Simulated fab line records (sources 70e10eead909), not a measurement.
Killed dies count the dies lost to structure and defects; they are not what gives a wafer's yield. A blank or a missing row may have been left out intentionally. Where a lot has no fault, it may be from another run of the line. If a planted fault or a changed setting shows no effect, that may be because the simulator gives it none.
fab line records    flow nandHarc    part 2 of 2: steps 5 to 6 of 6
record: lots: 24  wafers: 72  lastDay: 24
route steps=1159 shown A_STAIRCASE@614 A_SLIT@799 A_WL_FILL@815
lots untouched by any fault: they come from a run of this same line in which no faults occurred
startH: hours from the record's first day to the start of the lot's first wafer shown    waitH: hours elapsed since this lot's preceding step    " identical to the entry in the row above    L1.1+2: one row covering several wafers at once    - no value present, or no start provided    * or withheld: withheld    < > ~ a bound
route shown NAME@n: names a module that has steps shown in the file, with the first one's number in the route    usual: the fault-free wafers' mean and standard deviation    same: alike in all rows    chamber/n: place in a boat    sites: each site's reading    _std_site: how widely they spread, as a standard deviation    _edge_site: the outer-site mean with the inner-site mean subtracted    radiusMm: how far each site lies from the wafer's centre    mask NAME#n: copy n    behind: the last tool/chamber to shape the wafer    hold: why the lot went on hold/how many hours it stayed there/how the hold came to an end    device: names the non-switching transistor (n, p or np)    end of line: at the end of the route, the tests of the same wafers    a step without rows: its recipe alone    killed: the dies lost at the first sort to structure and to defects; this is not the yield of the wafer    map: dies across one wafer; x = killed, . = not, _ = none there
set.NAME: the run value of the setting; set.NAME@STEP: its run value at that earlier step    model.NAME: the simulator's own value behind a step, which no gauge read
steps of the route over a sample of lots; a table a step, a row a wafer
services: when a tool's chamber went out of use (startH, in hours from the record's first day, below 0 if earlier), for how many hours, and the reason
== steps ==
step: NHARC_A_SLIT_ETCH_29
recipe: targetDepthA: 1000  overetchA: 100  timeS: 55  ionEnergyEv: 100  cf4FlowSccm: 80  o2FlowSccm: 20  arFlowSccm: 0  rfW: 300  biasW: 100  chemistry: CF4/O2
usual: drypumpMotorCurrentA: 5.8/0.4  oesProductAu: 0.999/0.0077  rfVppV: 197.2/0.88  showerheadPlenumPTorr: 1.302/0.027  throttleValvePct: 13.397/0.0095
same: timeS: 55
lot.wafer  tool        chamber  startH  waitH  drypumpMotorCurrentA  oesProductAu  rfHoursCounterH  rfVppV  showerheadPlenumPTorr  throttleValvePct
L074.4     rieDiel-10  2        322.60  0.1    6.0                   0.989         7                197.1   1.311                  13.376
L074.2     "           0        "       "      5.4                   0.991         8                198.5   1.288                  13.401
L074.6     "           1        "       "      5.5                   0.992         -                196.1   1.310                  13.376
L076.3     rieDiel-10  2        330.31  0.1    6.0                   0.994         8                197.4   1.311                  13.392
L076.2     "           3        "       "      6.1                   0.990         9                196.4   1.254                  13.379
L076.5     "           0        "       "      5.4                   0.982         -                197.2   1.288                  13.398
L075.1     rieDiel-09  3        333.88  0.1    6.2                   0.977         6                200.2   1.378                  13.391
L075.3     "           0        "       "      6.1                   0.988         6                196.1   1.287                  13.414
L075.6     "           0        "       "      6.0                   0.996         -                197.7   1.286                  13.384
L077.3     rieDiel-07  0        341.48  0.1    5.8                   1.005         8                197.1   1.294                  13.410
L077.1     "           1        "       "      5.6                   0.989         7                199.7   1.329                  13.398
L077.5     "           2        "       "      5.2                   1.001         -                198.2   1.334                  13.400
L078.3     rieDiel-09  0        342.11  0.1    6.1                   0.996         6                196.9   1.286                  13.389
L078.5     "           3        "       "      6.2                   0.992         -                198.9   1.378                  13.409
L078.6     "           0        "       "      6.0                   0.992         -                197.5   1.286                  13.413
L079.1     rieDiel-07  0        352.26  0.1    5.8                   1.002         8                197.6   1.295                  13.395
L079.2     "           1        "       "      5.7                   0.995         8                196.1   1.329                  13.387
L079.3     "           2        "       "      5.2                   1.011         8                198.0   1.334                  13.416
L080.1     rieDiel-10  0        370.15  0.1    5.4                   1.011         0                196.8   1.287                  13.396
L080.6     "           3        "       "      6.1                   1.000         -                195.2   1.254                  13.406
L080.5     "           0        "       "      5.4                   1.005         -                198.5   1.288                  13.412
L081.4     rieDiel-07  2        375.85  0.1    5.2                   1.013         10               197.5   1.334                  13.412
L081.5     "           2        "       "      5.2                   1.005         -                197.7   1.334                  13.406
L081.6     "           3        "       "      6.7                   1.006         -                198.3   1.288                  13.399
L082.4     rieDiel-07  0        378.02  0.1    5.8                   1.003         9                197.3   1.294                  13.399
L082.3     "           1        "       "      5.6                   0.994         9                197.2   1.328                  13.408
L082.6     "           0        "       "      5.8                   0.998         -                197.6   1.293                  13.387
L083.3     rieDiel-07  1        379.64  0.1    5.6                   0.994         9                197.4   1.328                  13.393
L083.4     "           2        "       "      5.2                   1.005         10               198.7   1.334                  13.386
L083.2     "           0        "       "      5.8                   1.003         9                197.0   1.294                  13.388
L085.1     rieDiel-10  0        395.90  0.1    5.4                   1.012         2                197.2   1.287                  13.391
L085.3     "           2        "       "      6.0                   1.005         2                197.4   1.310                  13.407
L085.5     "           0        "       "      5.4                   1.002         -                196.7   1.287                  13.399
L087.3     rieDiel-10  1        400.26  0.1    5.5                   1.009         3                196.7   1.308                  13.391
L087.2     "           3        "       "      6.1                   0.984         3                196.5   1.253                  13.401
L087.5     "           2        "       "      6.0                   1.008         -                197.0   1.310                  13.387
L086.1     rieDiel-10  1        401.98  0.1    5.5                   1.007         3                197.6   1.308                  13.399
L086.3     "           2        "       "      6.0                   1.005         3                196.6   1.310                  13.402
L086.5     "           1        "       "      5.5                   1.013         -                196.6   1.308                  13.387
L084.4     rieDiel-10  0        409.01  0.1    5.4                   1.000         3                197.2   1.286                  13.383
L084.3     "           2        "       "      6.1                   1.008         4                196.5   1.310                  13.398
L084.2     "           3        "       "      6.1                   1.006         4                197.0   1.253                  13.405
L088.1     rieDiel-09  1        409.13  0.1    6.0                   0.990         13               198.1   1.290                  13.391
L088.3     "           3        "       "      6.2                   0.989         13               198.7   1.377                  13.404
L088.6     "           1        "       "      6.1                   0.994         -                197.3   1.290                  13.392
L089.4     rieDiel-09  2        410.69  0.1    6.2                   0.992         14               197.5   1.317                  13.394
L089.3     "           3        "       "      6.2                   0.984         14               197.7   1.376                  13.408
L089.5     "           0        "       "      6.1                   1.000         -                198.3   1.284                  13.401
L090.3     rieDiel-10  1        419.66  0.1    5.5                   1.009         4                196.8   1.308                  13.385
L090.1     "           2        "       "      6.0                   1.013         4                197.2   1.310                  13.394
L090.2     "           0        "       "      5.4                   1.007         4                197.1   1.286                  13.403
L091.4     rieDiel-10  0        432.48  0.1    5.4                   1.000         5                196.6   1.287                  13.397
L091.5     "           2        "       "      6.0                   0.996         -                197.2   1.309                  13.393
L091.6     "           3        "       "      6.1                   0.996         -                196.1   1.252                  13.406
L094.1     rieDiel-07  2        432.69  0.1    5.2                   1.004         1                196.8   1.332                  13.402
L094.3     "           0        "       "      5.8                   0.994         1                197.3   1.293                  13.395
L094.5     "           1        "       "      5.7                   1.001         -                197.7   1.327                  13.405
L093.2     rieDiel-10  1        434.45  0.1    5.5                   0.991         5                197.0   1.308                  13.392
L093.3     "           3        "       "      6.1                   0.999         5                198.0   1.253                  13.416
L093.6     "           0        "       "      5.4                   0.990         -                198.1   1.286                  13.389
L092.1     rieDiel-10  2        442.61  0.1    6.0                   1.013         6                197.3   1.310                  13.409
L092.2     "           3        "       "      6.1                   0.998         6                195.4   1.252                  13.392
L092.6     "           1        "       "      5.4                   1.004         -                197.1   1.307                  13.390
L096.1     rieDiel-10  3        462.24  0.1    6.1                   0.997         7                195.2   1.252                  13.391
L096.4     "           0        "       "      5.4                   1.004         8                197.0   1.286                  13.388
L096.3     "           1        "       "      5.5                   1.001         8                197.5   1.308                  13.407
L095.3     rieDiel-10  1        463.40  0.1    5.5                   0.997         8                197.6   1.307                  13.397
L095.2     "           2        "       "      6.0                   1.006         7                196.9   1.309                  13.387
L095.4     "           3        "       "      6.1                   0.994         7                195.3   1.252                  13.393
L097.2     rieDiel-07  1        463.92  0.1    5.6                   1.004         4                196.9   1.327                  13.385
L097.3     "           2        "       "      5.2                   1.009         3                198.8   1.332                  13.398
L097.6     "           3        "       "      6.7                   1.015         -                197.4   1.287                  13.388
step: NHARC_A_WL_FILL_ETCHBACK_05
recipe: targetDepthA: 220  timeS: 60  tempC: 40  chemistry: Cl2/BCl3
usual: drypumpMotorCurrentA: 6.3/0.35  oesProductAu: 0.999/0.0075
same: timeS: 60
lot.wafer  tool         chamber  startH  waitH  drypumpMotorCurrentA  oesProductAu  rfHoursCounterH
L074.2     rieMetal-02  1        337.06  0.2    5.7                   1.007         3.3
L074.4     "            1        "       "      5.7                   0.993         -
L074.6     "            1        "       "      5.7                   1.007         -
L076.2     rieMetal-02  0        348.39  0.2    6.6                   1.005         3.6
L076.3     "            1        "       "      5.7                   1.005         -
L076.5     "            0        "       "      6.6                   1.008         -
L075.1     rieMetal-01  1        349.03  0.2    6.4                   0.992         0.4
L075.3     "            1        "       "      6.4                   0.992         -
L075.6     "            0        "       "      6.6                   1.000         -
L078.3     rieMetal-03  1        354.27  0.1    6.2                   0.995         -
L078.6     "            1        "       "      6.2                   0.996         -
L078.5     "            0        "       "      6.4                   1.006         -
L077.1     rieMetal-02  0        354.28  0.2    6.5                   0.985         3.9
L077.3     "            1        "       "      5.7                   1.002         -
L077.5     "            1        "       "      5.7                   0.997         -
L079.2     rieMetal-02  0        365.05  0.2    6.6                   0.993         4.4
L079.1     "            1        "       "      5.7                   0.996         4.4
L079.3     "            1        "       "      5.7                   1.002         -
L080.1     rieMetal-02  0        382.84  0.2    6.5                   0.990         4.7
L080.5     "            0        "       "      6.6                   0.993         -
L080.6     "            1        "       "      5.7                   0.998         -
L081.4     rieMetal-03  0        389.86  0.2    6.4                   1.001         -
L081.5     "            1        "       "      6.2                   0.991         -
L081.6     "            0        "       "      6.4                   1.003         -
L082.4     rieMetal-03  0        392.49  0.1    6.4                   0.993         -
L082.3     "            1        "       "      6.2                   0.996         -
L082.6     "            1        "       "      6.2                   0.997         -
L083.2     rieMetal-01  1        396.54  0.2    6.4                   0.983         1.9
L083.3     "            1        "       "      6.4                   0.993         -
L083.4     "            0        "       "      6.6                   1.004         -
L085.1     rieMetal-02  1        409.14  0.2    5.7                   1.001         0.2
L085.3     "            1        "       "      5.7                   0.999         -
L085.5     "            1        "       "      5.7                   1.001         -
L087.2     rieMetal-02  1        414.02  0.2    5.7                   0.996         0.4
L087.3     "            0        "       "      6.5                   1.009         -
L087.5     "            0        "       "      6.6                   1.000         -
L086.1     rieMetal-03  0        416.32  0.2    6.4                   1.012         3.8
L086.3     "            0        "       "      6.4                   1.006         -
L086.5     "            1        "       "      6.2                   0.996         -
L084.2     rieMetal-01  0        421.81  0.2    6.6                   0.991         2.6
L084.3     "            1        "       "      6.4                   0.977         -
L084.4     "            0        "       "      6.6                   1.001         -
L089.3     rieMetal-02  0        422.06  0.1    6.5                   1.003         -
L089.4     "            1        "       "      5.7                   1.006         -
L089.5     "            1        "       "      5.7                   0.999         -
L088.1     rieMetal-02  0        427.40  0.2    6.5                   0.985         1.1
L088.3     "            1        "       "      5.7                   0.983         -
L088.6     "            0        "       "      6.5                   0.997         -
L090.2     rieMetal-02  1        432.49  0.2    5.7                   1.006         1.4
L090.1     "            0        "       "      6.5                   0.999         1.4
L090.3     "            0        "       "      6.5                   1.009         -
L091.4     rieMetal-01  0        447.21  0.2    6.6                   0.980         -
L091.5     "            1        "       "      6.3                   0.993         -
L091.6     "            0        "       "      6.7                   0.995         -
L093.2     rieMetal-02  0        447.23  0.2    6.5                   0.984         1.9
L093.3     "            1        "       "      5.7                   0.979         -
L093.6     "            1        "       "      5.7                   0.993         -
L094.1     rieMetal-03  1        449.99  0.2    6.2                   0.997         5.4
L094.3     "            0        "       "      6.5                   1.009         -
L094.5     "            1        "       "      6.2                   0.999         -
L092.1     rieMetal-01  1        455.31  0.2    6.3                   0.994         3.6
L092.2     "            0        "       "      6.7                   1.002         3.6
L092.6     "            1        "       "      6.3                   1.002         -
L095.2     rieMetal-02  0        475.06  0.2    6.6                   0.997         2.2
L095.4     "            0        "       "      6.6                   0.997         -
L095.3     "            1        "       "      5.7                   0.989         -
L096.1     rieMetal-03  1        475.07  0.2    6.2                   1.011         0.4
L096.4     "            1        "       "      6.2                   1.006         -
L096.3     "            0        "       "      6.4                   0.993         -
L097.2     rieMetal-03  1        477.86  0.2    6.2                   1.011         0.6
L097.3     "            0        "       "      6.4                   1.001         -
L097.6     "            1        "       "      6.2                   1.007         -
== services ==
tool            chamber  startH  hours  kind
rieDiel-04      -        222.71  1.2    repair
cmp-02          -        226.62  4.0    pm
plasmaAsher-01  -        276.03  9.0    pm
rieDiel-04      -        288.90  9.0    pm
cmp-02          -        324.62  4.0    pm
rieDiel-10      -        353.71  9.0    pm
plasmaAsher-02  -        360.61  9.0    pm
rieDiel-04      2        362.65  7.9    repair
rieDiel-11      2        363.14  3.9    repair
rieDiel-11      -        366.82  9.0    pm
rieDiel-12      -        379.69  9.0    pm
rieDiel-04      3        381.53  3.7    repair
rieDiel-10      1        385.89  5.1    repair
rieMetal-02     -        388.00  9.0    pm
rieDiel-10      -        402.67  1.7    repair
rieDiel-12      3        406.51  1.2    repair
cmp-02          -        422.62  4.0    pm
rieDiel-12      -        423.86  1.4    repair
cmp-02          -        441.49  0.4    repair
rieDiel-04      -        442.20  0.7    repair
rieDiel-12      3        450.91  2.4    repair
rieDiel-04      0        461.25  4.9    repair
rieDiel-04      -        465.96  9.0    pm
plasmaAsher-02  -        468.51  1.5    repair
